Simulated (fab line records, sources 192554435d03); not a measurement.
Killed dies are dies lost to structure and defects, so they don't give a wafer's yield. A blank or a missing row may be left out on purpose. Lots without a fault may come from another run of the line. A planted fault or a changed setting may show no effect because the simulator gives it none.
fab line records | flow n5_finfet
record lots=24 wafers=72 last_day=17
route steps=1938 shown BEOL_M3@999 BEOL_M4@1040
lots that met no fault: from a run of the same line without faults
start_h: hours from the record's first day to the start of the lot's first wafer shown | wait_h: hours since the lot's step before | " the same as in the row above | L1.1+2: a row that stands for several wafers | - no value, or no start given | * or withheld: withheld | < > ~ a bound
route shown NAME@n: a module of which the file shows steps, and the number in the route of the first | usual: mean/standard deviation of fault-free wafers | same: alike in all rows | chamber/n: place in a boat | sites: the reading at each site | _std_site: their standard deviation | _edge_site: outer sites' mean less inner sites' | radius_mm: how far each site lies from the wafer's centre | mask NAME#n: copy n | behind: the tool/chamber that last shaped the wafer | hold: why the lot was held/for how many hours/how that ended | device: the transistor (n, p or np) that didn't switch | end of line: the same wafers' tests at the end of the route | a step without rows: its recipe alone | killed: dies lost to structure and defects at the first sort, not the wafer's yield | map: a wafer's dies, x killed, . not, _ none there
set.NAME: the setting as run; set.NAME@STEP: as run at that earlier step | model.NAME: the simulator's own value behind a step, which no gauge read
steps of the route over a sample of lots; a table a step, a row a wafer
services: from which hour (start_h, from the record's first day; less than 0 if before it) a tool's chamber was out of use, for how many hours, and why
## steps
# step N5_BEOL_M3_ANNEAL_82
# recipe temp_c=400 time_s=240 ambient=vacuum
# usual heater_power_w=857/110
# columns lot.wafer tool chamber start_h wait_h heater_power_w
L075.1 pvd_sputter-01 - 152.48 0.0 908
L075.4 " - " " 863
L075.5 " - " " 910
L074.1 pvd_sputter-02 - 154.72 0.0 780
L074.3 " - " " 969
L074.6 " - " " 1045
L076.2 pvd_sputter-01 - 158.73 0.0 864
L076.3 " - " " 934
L076.6 " - " " 864
L077.3 pvd_sputter-03 - 169.39 0.0 760
L077.4 " - " " 872
L077.6 " - " " 743
L078.1 pvd_sputter-01 - 172.81 0.0 915
L078.3 " - " " 783
L078.5 " - " " 771
L079.1 pvd_sputter-01 - 180.61 0.0 965
L079.5 " - " " 785
L079.6 " - " " 844
L080.1 pvd_sputter-02 - 185.42 0.0 1056
L080.4 " - " " 986
L080.6 " - " " 788
L081.4 pvd_sputter-03 - 198.03 0.0 896
L081.5 " - " " 733
L081.6 " - " " 733
L083.1 pvd_sputter-03 - 201.17 0.0 746
L083.2 " - " " 767
L083.4 " - " " 884
L082.2 pvd_sputter-01 - 201.27 0.1 856
L082.3 " - " " 963
L082.6 " - " " 1009
L084.1 pvd_sputter-02 - 204.44 0.0 790
L084.2 " - " " 973
L084.3 " - " " 685
L085.2 pvd_sputter-03 - 220.77 0.0 745
L085.3 " - " " 763
L085.4 " - " " 820
L086.2 pvd_sputter-02 - 227.33 0.0 695
L086.3 " - " " 1078
L086.5 " - " " 1074
L087.2 pvd_sputter-01 - 227.98 0.0 793
L087.3 " - " " 901
L087.6 " - " " 771
L089.3 pvd_sputter-02 - 240.56 0.0 695
L089.5 " - " " 785
L089.6 " - " " 985
L088.1 pvd_sputter-03 - 240.62 0.0 884
L088.3 " - " " 809
L088.4 " - " " 738
L091.2 pvd_sputter-01 - 251.60 0.0 788
L091.5 " - " " 845
L091.6 " - " " 905
L092.1 pvd_sputter-02 - 258.35 0.0 999
L092.4 " - " " 783
L092.6 " - " " 700
L090.2 pvd_sputter-01 - 258.49 0.0 856
L090.5 " - " " 960
L090.6 " - " " 790
L093.3 pvd_sputter-03 - 282.03 0.0 762
L093.4 " - " " 794
L093.6 " - " " 739
L095.1 pvd_sputter-01 - 284.94 0.0 799
L095.2 " - " " 868
L095.4 " - " " 986
L094.1 pvd_sputter-03 - 285.12 0.0 884
L094.2 " - " " 742
L094.6 " - " " 818
L096.2 pvd_sputter-02 - 285.26 0.0 795
L096.4 " - " " 1048
L096.5 " - " " 1069
L097.1 pvd_sputter-01 - 286.78 0.0 853
L097.2 " - " " 790
L097.5 " - " " 776
# step N5_BEOL_M3_SPUTTER_88
# recipe material=Cu target_thk_a=45 temp_c=-20 chamber_pressure_pa=0.07 power_w=withheld time_s=8.29
# usual chuck_sensor_temp_C=-16.3/0.7 throttle_valve_pct=30.1/0.44
# columns lot.wafer tool chamber start_h wait_h chuck_sensor_temp_C throttle_valve_pct
L075.1 pvd_sputter-01 - 152.84 0.1 -15.9 29.9
L075.4 " - " " -16.8 30.0
L075.5 " - " " -15.8 30.0
L074.1 pvd_sputter-02 - 155.08 0.1 -16.7 30.1
L074.3 " - " " -17.9 29.3
L074.6 " - " " -15.8 30.8
L076.2 pvd_sputter-01 - 159.09 0.1 -17.0 29.7
L076.3 " - " " -15.7 29.8
L076.6 " - " " -16.8 29.8
L077.3 pvd_sputter-03 - 169.75 0.1 -15.7 30.3
L077.4 " - " " -15.2 29.8
L077.6 " - " " -15.6 30.2
L078.1 pvd_sputter-01 - 173.17 0.1 -16.0 29.8
L078.3 " - " " -16.1 30.6
L078.5 " - " " -15.8 30.8
L079.1 pvd_sputter-01 - 180.97 0.1 -16.9 29.8
L079.5 " - " " -16.0 30.9
L079.6 " - " " -17.0 30.0
L080.1 pvd_sputter-02 - 185.78 0.1 -16.1 30.6
L080.4 " - " " -18.1 29.7
L080.6 " - " " -16.7 30.1
L081.4 pvd_sputter-03 - 198.39 0.1 -15.1 29.8
L081.5 " - " " -15.8 30.4
L081.6 " - " " -15.6 30.4
L083.1 pvd_sputter-03 - 201.53 0.1 -15.8 30.6
L083.2 " - " " -15.9 30.2
L083.4 " - " " -15.2 29.7
L082.2 pvd_sputter-01 - 201.63 0.1 -17.0 29.7
L082.3 " - " " -16.7 29.6
L082.6 " - " " -16.5 29.4
L084.1 pvd_sputter-02 - 204.80 0.1 -16.8 30.0
L084.2 " - " " -18.1 29.6
L084.3 " - " " -16.2 30.1
L085.2 pvd_sputter-03 - 221.13 0.1 -15.5 30.5
L085.3 " - " " -15.9 29.9
L085.4 " - " " -16.2 29.7
L086.2 pvd_sputter-02 - 227.69 0.1 -16.4 30.0
L086.3 " - " " -15.9 30.8
L086.5 " - " " -16.0 30.6
L087.2 pvd_sputter-01 - 228.34 0.1 -15.9 30.6
L087.3 " - " " -16.0 29.6
L087.6 " - " " -16.0 30.6
L089.3 pvd_sputter-02 - 240.92 0.1 -16.5 30.0
L089.5 " - " " -16.7 29.9
L089.6 " - " " -18.1 29.4
L088.1 pvd_sputter-03 - 240.98 0.1 -15.2 29.8
L088.3 " - " " -16.0 29.8
L088.4 " - " " -15.7 30.6
L091.2 pvd_sputter-01 - 251.96 0.1 -16.0 31.0
L091.5 " - " " -16.8 29.7
L091.6 " - " " -16.0 30.0
L092.1 pvd_sputter-02 - 258.71 0.1 -18.2 29.7
L092.4 " - " " -16.9 30.2
L092.6 " - " " -16.3 29.9
L090.2 pvd_sputter-01 - 258.85 0.1 -17.0 29.9
L090.5 " - " " -16.6 29.6
L090.6 " - " " -16.1 30.9
L093.3 pvd_sputter-03 - 282.39 0.1 -15.8 30.0
L093.4 " - " " -16.2 29.7
L093.6 " - " " -15.7 30.5
L095.1 pvd_sputter-01 - 285.30 0.1 -16.0 30.7
L095.2 " - " " -17.0 29.7
L095.4 " - " " -16.7 29.5
L094.1 pvd_sputter-03 - 285.48 0.1 -15.2 29.7
L094.2 " - " " -15.9 30.2
L094.6 " - " " -16.0 29.8
L096.2 pvd_sputter-02 - 285.62 0.1 -17.0 30.2
L096.4 " - " " -15.9 30.7
L096.5 " - " " -16.1 30.6
L097.1 pvd_sputter-01 - 287.14 0.1 -16.8 29.9
L097.2 " - " " -15.9 30.7
L097.5 " - " " -15.8 31.1
# step N5_BEOL_M4_ETCH_64
# recipe chemistry=N2/H2 target=SOC target_depth_a=750 overetch_a=225 mask_material=SiARC temp_c=40 time_s=121.9 ion_energy_ev=200 pressure_mtorr=30 source_w=840 bias_w=150 n2_flow_sccm=200 h2_flow_sccm=200
# usual drypump_motor_current_A=5.6/0.49 oes_product_au=0.62/0.065 rf_vpp_V=523.8/1.8 showerhead_plenum_p_Torr=2.54/0.062 throttle_valve_pct=17.79/0.19
# columns lot.wafer tool chamber start_h wait_h drypump_motor_current_A oes_product_au rf_hours_counter_h rf_vpp_V showerhead_plenum_p_Torr throttle_valve_pct
L075.1 rie_diel-02 0 157.15 0.0 5.0 0.51 249 520.9 2.40 18.09
L075.4 " 3 " " 5.9 0.68 35 527.9 2.70 17.58
L075.5 " 2 " " 5.0 0.61 - 525.3 2.57 18.04
L074.1 rie_diel-06 2 158.47 0.0 6.0 0.67 34 522.3 2.49 17.72
L074.3 " 1 " " 5.3 0.70 10 523.7 2.60 17.73
L074.6 " 1 " " 5.3 0.70 - 526.1 2.60 17.71
L076.2 rie_diel-06 0 163.50 0.0 5.8 0.55 199 522.9 2.52 17.83
L076.3 " 2 " " 6.1 0.66 35 522.3 2.49 17.72
L076.6 " 0 " " 5.8 0.55 - 523.5 2.52 17.84
L077.3 rie_diel-04 2 172.89 0.0 5.1 0.68 41 525.4 2.58 17.50
L077.4 " 0 " " 6.3 0.64 53 524.2 2.58 17.26
L077.6 " 1 " " 5.6 0.54 - 524.1 2.52 18.00
L078.1 rie_diel-04 1 177.03 0.0 5.5 0.55 199 523.4 2.52 18.02
L078.3 " 3 " " 5.5 0.60 111 523.8 2.56 17.84
L078.5 " 2 " " 5.1 0.68 - 525.1 2.58 17.50
L079.1 rie_diel-02 3 184.81 0.0 5.9 0.68 46 527.4 2.70 17.60
L079.5 " 2 " " 5.0 0.60 - 524.2 2.56 18.04
L079.6 " 1 " " 6.7 0.70 - 521.6 2.49 17.67
L080.1 rie_diel-02 1 189.40 0.0 6.7 0.69 30 520.5 2.49 17.66
L080.4 " 3 " " 5.9 0.66 47 528.2 2.70 17.60
L080.6 " 0 " " 5.0 0.72 - 529.4 2.71 17.63
L081.4 rie_diel-06 2 203.77 0.0 6.1 0.64 51 523.5 2.48 17.75
L081.5 " 3 " " 5.0 0.54 - 522.0 2.52 18.12
L081.6 " 0 " " 5.8 0.54 - 521.6 2.52 17.86
L083.1 rie_diel-06 1 204.51 0.0 5.3 0.67 21 526.1 2.60 17.73
L083.2 " 0 " " 5.8 0.53 214 524.0 2.52 17.85
L083.4 " 3 " " 5.0 0.54 234 523.0 2.52 18.11
L082.2 rie_diel-06 2 206.62 0.0 6.1 0.63 52 522.9 2.48 17.75
L082.3 " 1 " " 5.3 0.68 21 525.0 2.60 17.74
L082.6 " 0 " " 5.8 0.53 - 523.8 2.52 17.87
L084.1 rie_diel-04 1 208.56 0.0 5.5 0.54 208 522.7 2.52 18.03
L084.2 " 3 " " 5.5 0.59 122 524.6 2.55 17.85
L084.3 " 0 " " 6.3 0.62 65 525.5 2.58 17.27
L085.2 rie_diel-06 3 224.13 0.0 5.0 0.53 242 523.5 2.51 18.13
L085.3 " 2 " " 6.1 0.63 60 522.6 2.47 17.77
L085.4 " 3 " " 5.0 0.54 - 523.0 2.51 18.14
L086.2 rie_diel-06 3 230.63 0.0 5.0 0.54 245 522.2 2.51 18.14
L086.3 " 2 " " 6.1 0.62 63 522.0 2.47 17.77
L086.5 " 2 " " 6.1 0.62 - 522.0 2.47 17.77
L087.2 rie_diel-06 3 233.11 0.0 5.0 0.53 246 522.7 2.51 18.12
L087.3 " 1 " " 5.3 0.66 29 524.7 2.60 17.74
L087.6 " 1 " " 5.3 0.67 - 524.5 2.59 17.75
L089.3 rie_diel-06 1 244.30 0.0 5.3 0.65 34 526.6 2.59 17.74
L089.5 " 1 " " 5.3 0.66 - 524.0 2.59 17.76
L089.6 " 2 " " 6.1 0.62 - 523.5 2.47 17.79
L088.1 rie_diel-04 3 244.57 0.0 5.5 0.58 137 523.1 2.55 17.89
L088.3 " 0 " " 6.3 0.61 81 524.1 2.57 17.31
L088.4 " 1 " " 5.5 0.53 225 524.0 2.51 18.08
L091.2 rie_diel-06 1 255.77 0.0 5.3 0.65 41 524.4 2.59 17.75
L091.5 " 1 " " 5.3 0.65 - 525.7 2.59 17.80
L091.6 " 0 " " 5.8 0.53 - 522.4 2.51 17.89
L092.1 rie_diel-02 2 261.52 0.0 4.9 0.59 125 524.2 2.56 18.07
L092.4 " 0 " " 5.0 0.69 19 528.0 2.71 17.65
L092.6 " 0 " " 5.0 0.68 - 528.0 2.71 17.67
L090.2 rie_diel-06 0 262.76 0.0 5.8 0.52 240 522.2 2.51 17.90
L090.5 " 1 " " 5.3 0.65 - 525.9 2.59 17.78
L090.6 " 2 " " 6.1 0.61 - 521.9 2.47 17.81
L093.3 rie_diel-06 1 285.38 0.0 5.3 0.63 50 526.6 2.59 17.80
L093.4 " 2 " " 6.1 0.62 85 521.0 2.47 17.82
L093.6 " 2 " " 6.1 0.60 - 521.4 2.46 17.80
L095.1 rie_diel-06 1 288.88 0.0 5.3 0.64 51 525.5 2.59 17.79
L095.2 " 0 " " 5.8 0.52 249 523.3 2.50 17.92
L095.4 " 3 " " 4.9 0.74 9 521.9 2.51 17.70
L094.1 rie_diel-04 0 289.14 0.0 6.3 0.60 98 524.1 2.56 17.35
L094.2 " 2 " " 5.2 0.63 85 524.4 2.56 17.58
L094.6 " 3 " " 5.5 0.57 - 523.4 2.54 17.93
L096.2 rie_diel-06 3 289.29 0.0 5.0 0.74 10 523.4 2.51 17.71
L096.4 " 1 " " 5.3 0.64 51 525.6 2.59 17.79
L096.5 " 2 " " 6.1 0.61 - 522.9 2.46 17.81
L097.1 rie_diel-06 1 290.38 0.0 5.3 0.63 52 525.8 2.59 17.78
L097.2 " 0 " " 5.8 0.52 249 523.4 2.50 17.91
L097.5 " 1 " " 5.3 0.64 - 524.9 2.58 17.78
# step N5_BEOL_M4_STRIP_66
# recipe chemistry=CF4 resist=SiARC power_w=300 bias_power_w=75 pressure_mtorr=50 cf4_flow_sccm=150 rf_frequency_hz=6e+07
# usual drypump_motor_current_A=5.6/0.49 oes_product_au=0.80/0.085 rf_vpp_V=271.1/1.2 showerhead_plenum_p_Torr=1.79/0.043 throttle_valve_pct=13.52/0.19
# columns lot.wafer tool chamber start_h wait_h drypump_motor_current_A oes_product_au rf_hours_counter_h rf_vpp_V showerhead_plenum_p_Torr throttle_valve_pct
L075.1 rie_diel-02 0 157.28 0.0 5.0 0.66 249 269.7 1.70 13.90
L075.4 " 3 " " 5.9 0.88 35 272.6 1.90 13.28
L075.5 " 2 " " 4.9 0.79 - 271.5 1.81 13.71
L074.1 rie_diel-06 2 158.60 0.0 6.1 0.85 34 270.3 1.75 13.38
L074.3 " 1 " " 5.3 0.91 10 271.9 1.83 13.44
L074.6 " 1 " " 5.3 0.91 - 271.4 1.83 13.45
L076.2 rie_diel-06 0 163.63 0.0 5.8 0.71 199 270.3 1.78 13.63
L076.3 " 2 " " 6.0 0.86 35 272.4 1.75 13.38
L076.6 " 0 " " 5.8 0.70 - 271.8 1.78 13.64
L077.3 rie_diel-04 2 173.02 0.0 5.2 0.88 41 271.4 1.82 13.25
L077.4 " 0 " " 6.2 0.83 53 271.6 1.82 13.09
L077.6 " 1 " " 5.4 0.71 - 270.9 1.77 13.70
L078.1 rie_diel-04 1 177.16 0.0 5.4 0.71 199 270.6 1.77 13.72
L078.3 " 3 " " 5.5 0.78 111 270.9 1.80 13.55
L078.5 " 2 " " 5.2 0.88 - 273.8 1.82 13.24
L079.1 rie_diel-02 3 184.94 0.0 5.9 0.87 46 272.7 1.90 13.31
L079.5 " 2 " " 4.9 0.77 - 270.8 1.81 13.74
L079.6 " 1 " " 6.7 0.91 - 269.0 1.75 13.29
L080.1 rie_diel-02 1 189.53 0.0 6.7 0.90 30 271.4 1.75 13.32
L080.4 " 3 " " 5.9 0.86 47 274.1 1.90 13.31
L080.6 " 0 " " 5.0 0.94 - 273.1 1.91 13.36
L081.4 rie_diel-06 2 203.90 0.0 6.1 0.83 51 270.3 1.74 13.44
L081.5 " 3 " " 5.0 0.70 - 271.0 1.77 13.85
L081.6 " 0 " " 5.8 0.69 - 270.6 1.77 13.66
L083.1 rie_diel-06 1 204.64 0.0 5.3 0.88 21 272.1 1.83 13.45
L083.2 " 0 " " 5.8 0.70 214 270.9 1.77 13.66
L083.4 " 3 " " 5.0 0.70 234 271.7 1.77 13.85
L082.2 rie_diel-06 2 206.75 0.0 6.1 0.83 52 269.9 1.74 13.42
L082.3 " 1 " " 5.3 0.89 21 272.3 1.83 13.48
L082.6 " 0 " " 5.8 0.70 - 271.6 1.77 13.67
L084.1 rie_diel-04 1 208.69 0.0 5.5 0.70 208 269.7 1.77 13.73
L084.2 " 3 " " 5.5 0.77 122 271.5 1.80 13.58
L084.3 " 0 " " 6.2 0.81 65 271.0 1.82 13.11
L085.2 rie_diel-06 3 224.27 0.0 5.0 0.70 242 270.1 1.77 13.87
L085.3 " 2 " " 6.1 0.82 60 269.6 1.74 13.43
L085.4 " 3 " " 5.0 0.69 - 270.7 1.77 13.88
L086.2 rie_diel-06 3 230.76 0.0 5.0 0.70 245 269.2 1.77 13.87
L086.3 " 2 " " 6.0 0.82 63 270.7 1.74 13.46
L086.5 " 2 " " 6.1 0.82 - 269.7 1.74 13.45
L087.2 rie_diel-06 3 233.24 0.0 5.0 0.70 246 270.6 1.77 13.88
L087.3 " 1 " " 5.3 0.87 29 270.4 1.82 13.48
L087.6 " 1 " " 5.3 0.86 - 271.9 1.82 13.47
L089.3 rie_diel-06 1 244.43 0.0 5.3 0.85 35 272.9 1.82 13.50
L089.5 " 1 " " 5.3 0.86 - 271.9 1.82 13.50
L089.6 " 2 " " 6.1 0.81 - 270.4 1.74 13.45
L088.1 rie_diel-04 3 244.70 0.0 5.5 0.76 137 270.6 1.79 13.61
L088.3 " 0 " " 6.2 0.79 81 270.2 1.81 13.15
L088.4 " 1 " " 5.5 0.69 225 271.6 1.77 13.78
L091.2 rie_diel-06 1 255.91 0.0 5.3 0.85 41 271.3 1.82 13.51
L091.5 " 1 " " 5.3 0.84 - 270.9 1.82 13.49
L091.6 " 0 " " 5.8 0.68 - 271.4 1.77 13.70
L092.1 rie_diel-02 2 261.65 0.0 5.0 0.76 125 270.9 1.80 13.77
L092.4 " 0 " " 5.0 0.89 19 274.6 1.90 13.39
L092.6 " 0 " " 5.0 0.89 - 273.7 1.90 13.39
L090.2 rie_diel-06 0 262.90 0.0 5.8 0.68 240 270.8 1.77 13.73
L090.5 " 1 " " 5.3 0.85 - 272.1 1.82 13.52
L090.6 " 2 " " 6.0 0.80 - 270.8 1.74 13.49
L093.3 rie_diel-06 1 285.51 0.0 5.3 0.83 50 272.4 1.82 13.52
L093.4 " 2 " " 6.1 0.80 85 270.0 1.73 13.50
L093.6 " 2 " " 6.1 0.79 - 269.8 1.74 13.49
L095.1 rie_diel-06 1 289.02 0.0 5.3 0.83 51 271.5 1.82 13.53
L095.2 " 0 " " 5.8 0.68 249 270.7 1.76 13.74
L095.4 " 3 " " 5.0 0.95 9 270.6 1.77 13.32
L094.1 rie_diel-04 0 289.28 0.0 6.2 0.78 98 272.8 1.81 13.20
L094.2 " 2 " " 5.1 0.83 85 272.1 1.81 13.36
L094.6 " 3 " " 5.5 0.73 - 270.3 1.79 13.64
L096.2 rie_diel-06 3 289.42 0.0 5.0 0.95 10 270.8 1.77 13.34
L096.4 " 1 " " 5.3 0.83 51 272.6 1.82 13.52
L096.5 " 2 " " 6.1 0.79 - 268.8 1.73 13.49
L097.1 rie_diel-06 1 290.52 0.0 5.3 0.84 52 272.4 1.82 13.53
L097.2 " 0 " " 5.8 0.68 250 270.8 1.76 13.74
L097.5 " 1 " " 5.3 0.83 - 270.8 1.82 13.53
# step N5_BEOL_M4_CD_MEAS_18
# recipe pitch_nm=36 target_cd_nm=18
# usual cd_nm=18.04/0.25
# columns lot.wafer tool chamber start_h wait_h cd_nm
L075.1 cd_sem-02 - 157.50 0.0 17.69
L075.4 " - " " 18.34
L075.5 " - " " 18.67
L074.1 cd_sem-03 - 158.94 0.0 18.49
L074.3 " - " " 18.10
L074.6 " - " " 18.40
L076.2 cd_sem-01 - 163.86 0.1 18.15
L076.3 " - " " 18.29
L076.6 " - " " 17.92
L077.3 cd_sem-02 - 173.25 0.1 18.06
L077.4 " - " " 18.11
L077.6 " - " " 18.33
L078.1 cd_sem-03 - 177.38 0.0 18.07
L078.3 " - " " 17.96
L078.5 " - " " 17.93
L079.1 cd_sem-01 - 185.26 0.1 17.92
L079.5 " - " " 18.23
L079.6 " - " " 18.12
L080.1 cd_sem-02 - 189.84 0.0 17.92
L080.4 " - " " 18.55
L080.6 " - " " 18.27
L081.4 cd_sem-02 - 204.15 0.1 17.97
L081.5 " - " " 18.03
L081.6 " - " " 17.92
L083.1 cd_sem-03 - 204.86 0.0 17.96
L083.2 " - " " 18.28
L083.4 " - " " 17.74
L082.2 cd_sem-02 - 206.97 0.1 17.78
L082.3 " - " " 18.00
L082.6 " - " " 17.97
L084.1 cd_sem-03 - 209.00 0.0 17.93
L084.2 " - " " 17.60
L084.3 " - " " 17.75
L085.2 cd_sem-01 - 224.75 0.1 17.85
L085.3 " - " " 18.29
L085.4 " - " " 18.39
L086.2 cd_sem-01 - 231.16 0.1 17.92
L086.3 " - " " 17.84
L086.5 " - " " 18.49
L087.2 cd_sem-02 - 233.59 0.1 18.07
L087.3 " - " " 18.13
L087.6 " - " " 18.68
L089.3 cd_sem-03 - 244.86 0.1 18.23
L089.5 " - " " 18.10
L089.6 " - " " 18.00
L088.1 cd_sem-02 - 244.97 0.1 17.80
L088.3 " - " " 18.33
L088.4 " - " " 18.15
L091.2 cd_sem-01 - 256.26 0.1 17.50
L091.5 " - " " 18.35
L091.6 " - " " 17.70
L092.1 cd_sem-03 - 261.87 0.0 18.12
L092.4 " - " " 18.14
L092.6 " - " " 18.22
L090.2 cd_sem-02 - 263.14 0.1 17.35
L090.5 " - " " 17.79
L090.6 " - " " 17.84
L093.3 cd_sem-02 - 285.73 0.1 18.16
L093.4 " - " " 17.71
L093.6 " - " " 17.87
L095.1 cd_sem-02 - 289.24 0.0 17.74
L095.2 " - " " 18.09
L095.4 " - " " 17.90
L094.1 cd_sem-02 - 289.51 0.0 18.17
L094.2 " - " " 17.91
L094.6 " - " " 18.04
L096.2 cd_sem-03 - 289.64 0.1 17.85
L096.4 " - " " 17.72
L096.5 " - " " 17.30
L097.1 cd_sem-01 - 290.81 0.0 17.91
L097.2 " - " " 18.08
L097.5 " - " " 18.18
# step N5_BEOL_M4_ETCH_77
# recipe chemistry=N2/H2 target=underlayer target_depth_a=65 mask_material=CAR-EUV time_s=5.2 ion_energy_ev=200 pressure_mtorr=30 source_w=840 bias_w=150 n2_flow_sccm=200 h2_flow_sccm=200 ends=cleared
# usual drypump_motor_current_A=5.6/0.55 etch_rf_on_time_s=5.16/0.088 oes_product_au=0.70/0.068 rf_vpp_V=524.3/2.3 showerhead_plenum_p_Torr=2.56/0.075 throttle_valve_pct=17.81/0.21
# columns lot.wafer tool chamber start_h wait_h drypump_motor_current_A etch_rf_on_time_s oes_product_au rf_hours_counter_h rf_vpp_V showerhead_plenum_p_Torr throttle_valve_pct
L075.1 rie_diel-06 0 158.22 0.0 5.8 5.15 0.60 197 521.9 2.52 17.88
L075.4 " 1 " " 5.3 5.28 0.77 10 525.6 2.60 17.74
L075.5 " 2 " " 6.1 5.24 0.74 - 522.0 2.49 17.80
L074.1 rie_diel-04 3 159.45 0.0 5.5 5.18 0.68 106 522.5 2.56 17.85
L074.3 " 0 " " 6.3 5.17 0.73 48 523.8 2.58 17.31
L074.6 " 3 " " 5.5 5.20 0.68 - 525.0 2.56 17.86
L076.2 rie_diel-02 3 164.33 0.0 5.9 5.07 0.77 38 527.9 2.70 17.63
L076.3 " 2 " " 4.9 5.17 0.68 100 522.8 2.57 18.07
L076.6 " 3 " " 5.9 5.07 0.77 - 528.9 2.70 17.60
L077.3 rie_diel-02 3 173.73 0.0 5.9 5.11 0.76 42 528.4 2.70 17.64
L077.4 " 1 " " 6.7 5.19 0.79 - 522.5 2.49 17.69
L077.6 " 2 " " 5.0 5.10 0.67 - 525.4 2.57 18.09
L078.1 rie_diel-04 0 177.86 0.0 6.2 5.08 0.71 54 524.1 2.58 17.29
L078.3 " 1 " " 5.5 5.17 0.61 199 523.8 2.52 18.07
L078.5 " 2 " " 5.2 4.99 0.76 - 525.2 2.58 17.56
L079.1 rie_diel-02 2 185.73 0.0 4.9 5.21 0.68 108 522.6 2.56 18.09
L079.5 " 0 " " 5.0 5.27 0.81 - 528.9 2.71 17.70
L079.6 " 1 " " 6.7 5.14 0.79 - 522.8 2.49 17.69
L080.1 rie_diel-06 3 190.32 0.0 5.0 5.27 0.60 228 523.6 2.52 18.14
L080.4 " 2 " " 6.1 5.26 0.72 - 521.7 2.48 17.77
L080.6 " 0 " " 5.8 5.11 0.60 - 522.8 2.52 17.91
L081.4 rie_diel-02 0 204.75 0.0 5.0 5.25 0.77 10 526.5 2.71 17.68
L081.5 " 0 " " 5.0 5.30 0.79 - 525.8 2.71 17.71
L081.6 " 3 " " 5.9 5.07 0.75 - 528.7 2.70 17.65
L083.1 rie_diel-06 0 205.46 0.0 5.8 5.13 0.61 214 522.3 2.52 17.89
L083.2 " 2 " " 6.1 5.23 0.72 52 521.4 2.48 17.80
L083.4 " 3 " " 5.0 5.27 0.60 234 522.1 2.52 18.17
L082.2 rie_diel-06 2 207.46 0.0 6.1 5.25 0.71 52 521.6 2.48 17.79
L082.3 " 3 " " 5.0 5.24 0.61 235 522.2 2.52 18.16
L082.6 " 0 " " 5.8 5.06 0.61 - 522.1 2.52 17.88
L084.1 rie_diel-04 1 209.60 0.0 5.5 5.24 0.60 209 525.4 2.52 18.06
L084.2 " 2 " " 5.2 4.94 0.77 53 525.0 2.57 17.57
L084.3 " 0 " " 6.2 5.08 0.71 65 526.3 2.58 17.29
L085.2 rie_diel-06 1 226.09 0.0 5.3 5.22 0.76 25 526.1 2.60 17.79
L085.3 " 0 " " 5.8 5.10 0.61 222 523.0 2.51 17.91
L085.4 " 2 " " 6.1 5.22 0.71 61 521.7 2.47 17.80
L086.2 rie_diel-06 0 231.76 0.0 5.8 5.03 0.61 225 523.1 2.51 17.92
L086.3 " 1 " " 5.3 5.23 0.74 28 526.2 2.60 17.77
L086.5 " 2 " " 6.1 5.23 0.71 - 522.1 2.47 17.81
L087.2 rie_diel-06 0 235.95 0.0 5.8 5.04 0.60 227 521.8 2.51 17.95
L087.3 " 2 " " 6.1 5.27 0.70 65 523.4 2.47 17.81
L087.6 " 3 " " 5.0 5.31 0.60 - 522.4 2.51 18.15
L089.3 rie_diel-04 2 245.34 0.0 5.1 4.99 0.74 68 524.3 2.57 17.59
L089.5 " 0 " " 6.2 5.08 0.70 - 523.3 2.57 17.35
L089.6 " 1 " " 5.5 5.18 0.60 - 524.0 2.51 18.08
L088.1 rie_diel-04 1 245.45 0.0 5.5 5.16 0.60 225 524.1 2.51 18.09
L088.3 " 0 " " 6.2 5.14 0.69 81 522.9 2.57 17.37
L088.4 " 3 " " 5.5 5.10 0.66 137 522.7 2.55 17.93
L091.2 rie_diel-02 3 256.74 0.0 5.9 5.16 0.74 60 527.7 2.69 17.69
L091.5 " 3 " " 5.9 5.22 0.72 - 528.3 2.69 17.69
L091.6 " 0 " " 5.0 5.35 0.76 - 529.0 2.71 17.71
L092.1 rie_diel-06 3 262.95 0.0 5.0 5.06 0.88 1 523.1 2.51 17.74
L092.4 " 2 " " 6.1 5.27 0.68 78 521.4 2.47 17.82
L092.6 " 0 " " 5.8 5.14 0.60 - 523.8 2.51 17.95
L090.2 rie_diel-02 1 263.74 0.0 6.7 5.11 0.76 46 522.6 2.48 17.74
L090.5 " 0 " " 5.0 5.23 0.76 - 530.3 2.71 17.70
L090.6 " 3 " " 5.9 5.05 0.73 - 526.4 2.69 17.68
L093.3 rie_diel-02 0 286.65 0.0 5.0 5.19 0.74 29 526.8 2.70 17.73
L093.4 " 1 " " 6.7 5.09 0.77 54 523.3 2.48 17.74
L093.6 " 2 " " 4.9 5.10 0.66 - 524.6 2.55 18.13
L095.1 rie_diel-06 3 289.71 0.0 5.0 5.03 0.83 10 523.2 2.51 17.73
L095.2 " 0 " " 5.8 5.12 0.58 249 522.0 2.50 17.95
L095.4 " 1 " " 5.3 5.26 0.71 51 525.7 2.58 17.81
L094.1 rie_diel-04 3 290.27 0.0 5.5 5.13 0.65 155 522.1 2.54 17.98
L094.2 " 0 " " 6.3 5.13 0.67 99 527.0 2.56 17.41
L094.6 " 2 " " 5.2 5.05 0.73 - 524.8 2.56 17.63
L096.2 rie_diel-02 1 290.60 0.0 6.7 5.15 0.74 56 522.5 2.48 17.75
L096.4 " 0 " " 5.0 5.24 0.75 30 527.9 2.70 17.72
L096.5 " 2 " " 5.0 5.11 0.65 - 524.8 2.55 18.15
L097.1 rie_diel-02 3 291.30 0.0 5.9 5.12 0.73 74 527.2 2.69 17.67
L097.2 " 2 " " 5.0 5.17 0.65 136 524.3 2.55 18.14
L097.5 " 1 " " 6.7 5.18 0.75 - 521.1 2.48 17.75
## services
# columns tool chamber start_h hours kind
rie_diel-06 - 153.59 1.2 repair
rie_diel-02 0 162.16 - clean
rie_diel-02 0 162.16 - consumable_replace:focus_ring
rie_diel-02 0 162.16 - consumable_replace:showerhead
rie_diel-02 0 162.16 13.7 scheduled_down
rie_diel-02 0 162.16 13.7 vent_cycle
pvd_sputter-01 - 164.86 1.5 repair
rie_diel-06 1 175.24 16.7 repair
pvd_sputter-02 - 187.05 3.7 repair
rie_diel-02 3 196.56 2.4 repair
rie_diel-02 - 217.41 0.9 repair
rie_diel-02 - 221.67 28.1 pm
rie_diel-06 3 240.20 - clean
rie_diel-06 3 240.20 - consumable_replace:focus_ring
rie_diel-06 3 240.20 19.6 scheduled_down
rie_diel-06 3 240.20 19.6 vent_cycle
rie_diel-04 1 283.96 9.8 repair
## key
fault none
